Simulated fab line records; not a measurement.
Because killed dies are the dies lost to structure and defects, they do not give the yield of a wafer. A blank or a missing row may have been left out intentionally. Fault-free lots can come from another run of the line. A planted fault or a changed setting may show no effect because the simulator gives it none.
Struck lot and sound lot, side by side ; flow n5 finfet ; 26 steps out of a route of 1938
Sound: the wafers L236.1, L236.2, L236.4. Struck: wafers L237.3, L237.5, L237.6. The cause is named last.
At each step with rows: each side's tool, then ch and its chambers, then its first start. Under that, the readings that differ: sound wafers ; struck wafers ; difference of the means ; sigmas: that difference in standard deviations of wafers without a fault.
alike: words and numbers the same on both sides, and readings whose means are apart by under 2 such deviations; not compared: readings that were withheld, readings missing a value for some wafer, numbers with overlapping values and no deviation given by the record, and bounds like >300 which may hide the same value.
Wherever a step has rows on one side only, a row that says differs or no value, or a row with sigmas, the two part there. Numbers that have no deviation but don't overlap get no sigmas and don't part them. A reading that every wafer of one side lacks parts them only if that side has two wafers or more.

first, 9 steps without rows for these wafers: N5_BEOL_M3_ILD_DEP_00 (deposits SiOC from DEMS/O2, target thk 79 nm, time 15.3 s); N5_BEOL_M3_PECVD_72 (deposits SiO2 from TEOS/O2, target thk 16 nm, time 18 s); N5_BEOL_M3_HM_DEP_02 (deposits TiN, target thk 20 nm); N5_BEOL_M3_COAT_61 (time 60 s, resist thk 60 nm); N5_BEOL_M3_COAT_62 (time 60 s, resist thk 12 nm); N5_BEOL_M3_COAT_73 (time 60 s, resist thk 5 nm); N5_BEOL_M3_COAT_05 (resist thk 30 nm); N5_BEOL_M3_EBR_07; N5_BEOL_M3_SOFTBAKE_06 (time 60 s).
N5_BEOL_M3_EXPOSE_08: exposes mask M3.
  sound on euv scanner-02 ch 0, day 12 12:00; struck on euv scanner-01 ch 0, day 13 00:02
reading;sound;struck;difference;sigmas
exposure dose mJ cm2;32.90 32.92 32.94;35.15 35.22 35.21;+2.27;+69
  alike: mask
then, 2 steps without rows for these wafers: N5_BEOL_M3_PEB_09 (peb time 60 s); N5_BEOL_M3_DEVELOP_10 (develop time 30 s).
N5_BEOL_M3_CD_MEAS_11: the cd target is 17.05 nm.
  sound on cd sem-01 ch 0, day 12 12:08; struck on cd sem-03 ch 0, day 13 00:09
reading;sound;struck;difference;sigmas
cd nm (nm);17.41 16.95 17.10;18.21 18.30 18.35;+1.13;+5
then, 1 step without rows for these wafers: N5_BEOL_M3_DESCUM_16 (chemistry O2, time 7 s).
N5_BEOL_M3_ETCH_74: etches underlayer in N2/H2, target depth 6.5 nm, time 5.2 s.
  sound on rie diel-02 ch 1,2,3, day 12 12:17; struck on rie diel-04 ch 0,2,3, day 13 00:18
reading;sound;struck;difference;sigmas
model.BEOL_M3.cd offset nm (nm);0.2 0 0.2;1.4 1.4 1;+1.1;
  alike: drypump motor current A, etch rf on time s, n2 flow sccm, oes product au, rf vpp V, showerhead plenum p Torr, throttle valve pct
  not compared: rf hours counter h
then, 5 steps without rows for these wafers: N5_BEOL_M3_ETCH_63 (etches SiARC in CF4, target depth 15.6 nm, time 26 s); N5_BEOL_M3_ETCH_64 (etches SOC in N2/H2, target depth 75 nm, overetch 15 nm, time 112.5 s); N5_BEOL_M3_STRIP_65 (strips in N2/H2); N5_BEOL_M3_STRIP_75 (strips in N2/H2); N5_BEOL_M3_STRIP_66 (strips in CF4).
N5_BEOL_M3_HM_OPEN_17: chemistry Cl2/BCl3, target TiN, target depth 20 nm, overetch 6 nm.
  sound on rie metal-01 ch 0,1, day 12 12:30; struck on rie metal-03 ch 0,1, day 13 00:33
reading;sound;struck;difference;sigmas
model.BEOL_M3.cd offset nm (nm);0 -0.2 -0.2;1.6 1.4 1;+1.5;
  alike: drypump motor current A, oes product au, throttle valve pct
  not compared: rf hours counter h
then, 1 step without rows for these wafers: N5_BEOL_M3_STRIP_19 (strips in O2).
N5_BEOL_M3_CD_MEAS_18: pitch 36 nm, target cd 18 nm.
  sound on cd sem-02, day 12 12:41; struck on cd sem-03, day 13 00:42
reading;sound;struck;difference;sigmas
cd nm (nm);18.2 18.3 17.5;19.7 19.3 18.6;+1.2;+3
then, 1 step without rows for these wafers: N5_BEOL_M3_COAT_67 (time 60 s, resist thk 60 nm).
N5_BEOL_M4_RC_MEAS_101:
  the record has rows for the sound wafers here (prober-02 ch 0, day 13 22:56) and none for the struck ones
-- here the record skips 6 days between the struck wafers' starts before and after, leaving off in module BEOL_M4 and picking up in module PASSIVATION (first step shown: number 1936 of the route) --
N5_PASSIVATION_PROBE_49:
  the record has rows for the struck wafers here (prober-01, day 19 00:27) and none for the sound ones

== WHERE THEY PART ==
First at N5_BEOL_M3_EXPOSE_08; last, within this record, at N5_PASSIVATION_PROBE_49.

WHY: what the simulator had put in
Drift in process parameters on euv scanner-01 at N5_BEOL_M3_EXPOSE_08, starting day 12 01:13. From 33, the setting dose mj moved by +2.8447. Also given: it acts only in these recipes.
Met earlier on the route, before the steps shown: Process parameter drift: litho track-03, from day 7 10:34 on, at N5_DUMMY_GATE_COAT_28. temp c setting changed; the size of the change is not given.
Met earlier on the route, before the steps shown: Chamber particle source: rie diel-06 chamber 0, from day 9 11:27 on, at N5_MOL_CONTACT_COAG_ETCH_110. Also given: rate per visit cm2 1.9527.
